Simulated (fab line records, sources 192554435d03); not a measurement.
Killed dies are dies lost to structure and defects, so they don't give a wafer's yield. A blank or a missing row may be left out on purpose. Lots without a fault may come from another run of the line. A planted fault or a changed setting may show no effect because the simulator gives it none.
Split-lot experiment | flow n5_finfet | 7 lots, 21 wafers read, on a route of 1938 steps

THE SPLIT
At N5_BEOL_M2_COAT_76 (time 60 s, resist thk 5 nm), the setting spin_rpm was moved away from the recipe's 1500 rpm on 3 of the 21 wafers read, by -10.5% to +5.9%. The other wafers ran this setting at the recipe's value.

FROM THE SPLIT TO THE READING: what the file shows between them, 3 steps
- N5_BEOL_M2_COAT_22: resist thk 30 nm
- N5_BEOL_M2_EBR_24
- N5_BEOL_M2_DESCUM_33: chemistry O2, time 7 s

THE READING
etch.depth_nm (the simulator's own value, which no gauge read), in nm, at N5_BEOL_M2_ETCH_77 (etches underlayer in N2/H2, target depth 6.5 nm, time 5.2 s). The file gives no usual value for it. The 18 wafers here that ran the recipe average 5.007 nm, standard deviation 0.011 nm.

wafer  | tool, chamber at the split | spin_rpm as run, rpm | against the recipe | etch.depth_nm, nm | against lot-mates on the recipe
L076.1 | litho_track-04, 0          | 1500                 | recipe             | 5.023             | -
L076.5 | litho_track-04, 0          | 1500                 | recipe             | 5.021             | -
L076.6 | litho_track-04, 0          | 1500                 | recipe             | 5.012             | -
L080.4 | litho_track-02, 0          | 1500                 | recipe             | 5.005             | -
L080.5 | litho_track-02, 0          | 1500                 | recipe             | 5.019             | -
L080.6 | litho_track-02, 0          | 1500                 | recipe             | 5.017             | -
L082.3 | litho_track-03, 0          | 1500                 | recipe             | 5.008             | -
L082.4 | litho_track-03, 0          | 1500                 | recipe             | 5                 | -
L082.6 | litho_track-03, 0          | 1500                 | recipe             | 5                 | -
L083.3 | litho_track-03, 0          | 1589                 | +5.9%              | 4.85              | -0.139
L083.4 | litho_track-03, 0          | 1500                 | recipe             | 4.992             | -
L083.5 | litho_track-03, 0          | 1500                 | recipe             | 4.986             | -
L084.1 | litho_track-02, 0          | 1343                 | -10.5%             | 5.272             | +0.264
L084.3 | litho_track-02, 0          | 1500                 | recipe             | 5.004             | -
L084.6 | litho_track-02, 0          | 1500                 | recipe             | 5.013             | -
L085.1 | litho_track-02, 0          | 1500                 | recipe             | 5.007             | -
L085.3 | litho_track-02, 0          | 1500                 | recipe             | 5.015             | -
L085.6 | litho_track-02, 0          | 1500                 | recipe             | 5.024             | -
L096.3 | litho_track-03, 0          | 1500                 | recipe             | 4.996             | -
L096.5 | litho_track-03, 0          | 1500                 | recipe             | 4.991             | -
L096.6 | litho_track-03, 0          | 1573                 | +4.9%              | 4.89              | -0.104

THE FIT
A straight line over all 21 wafers: etch.depth_nm changes by -0.0254 nm for each +1% of spin_rpm; r = -0.99; the points scatter about the line by 0.011 nm.
The same after taking each lot's own level away (the mean of its wafers on the recipe; 21 wafers): -0.0243 nm for each +1%; r = -1.00; scatter 0.0062 nm.
On that fit, the largest move of spin_rpm shifts the reading by 0.25 nm.
The lots' own levels span 4.9890 to 5.0187 nm, that is 2.6 times the standard deviation above.
So the lot-to-lot level changes the slope little: the two slopes agree.
Check: with one of the wafers moved furthest among these (-10.5%) left out of the fit, the line predicts +0.236 nm for it against its lot-mates. It came out at +0.264 nm against them.

OTHER SPLITS ON THESE WAFERS
These wafers also went through other splits before the reading. Each is held against what the fit with the lots' levels taken away leaves over:
other split on the same wafers              | wafers away from the commonest value | r with etch.depth_nm (lot level and that fit taken away)
N5_BEOL_M0_SAQP_COAT_105 spin_rpm           | 9                                    | -0.17
N5_BEOL_M0_SAQP_SPACER2_ALD_26 target_thk_a | 5                                    | -0.27
N5_BEOL_M0_SAQP_ETCH_73 cf4_flow_sccm       | 10                                   | -0.07
N5_BEOL_M1_COAT_61 spin_rpm                 | 6                                    | +0.18
N5_BEOL_M1_DEP_57 time_s                    | 5                                    | -0.36
N5_BEOL_M2_ETCH_64 source_w                 | 7                                    | +0.24

THE FILE'S OWN FIT
etch.depth_nm changes by -0.0242 nm for each +1% of spin_rpm, r = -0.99.
